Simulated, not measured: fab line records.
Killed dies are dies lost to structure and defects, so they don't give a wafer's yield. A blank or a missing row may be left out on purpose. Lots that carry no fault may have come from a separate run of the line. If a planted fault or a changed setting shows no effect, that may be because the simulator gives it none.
Chamber matching ; flow nand harc ; 3 sister chambers for NHARC_P_M2_PRE_CLEAN_32 on pecvd-03
The step time 12 s. 6 wafers are shown with their chamber, then 8 later ones without.

== WAFERS PAIRED WITH THEIR CHAMBERS ==
wafer;chamber;heater power w (W);susceptor temp C (C)
L083.3;1;709;370.18
L083.4;0;545;369.72
L083.6;1;738;370.09
L086.4;0;532;370.12
L086.5;2;600;369.82
L088.2;2;606;370.12

== WAFERS WITH NO CHAMBER GIVEN ==
wafer;heater power w (W);susceptor temp C (C)
L088.5;716;369.68
L088.6;618;369.90
L089.1;543;370.49
L089.4;762;369.83
L089.5;549;370.05
L093.1;569;370.09
L093.2;529;370.09
L093.3;749;370.43

== WHICH CHAMBER EACH WENT THROUGH ==
wafer;from the rows above;in truth
L088.5;1;1
L088.6;2;2
L089.1;0;0
L089.4;1;1
L089.5;0;0
L093.1;can't be placed: 0 or 2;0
L093.2;0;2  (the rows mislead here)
L093.3;1;1
Correct placement for 6 of the 8. From these rows, 1 cannot be placed; in 1 the true chamber is one of the candidates. Number placed wrongly: 1.
How it was worked out, from the rows above alone: a wafer's distance from a chamber is the root of the sum, over the readings, of the square of ((its reading less the chamber's mean) divided by the reading's scatter). The wafer belongs to the nearest chamber; if the next one is less than 2 further off, it can't be placed. For every chamber, the mean is computed from those of its wafers that are shown. The scatter: take each reading less its chamber's mean, square it, sum over the shown wafers, divide by the number of wafers less the number of chambers, and take the root.
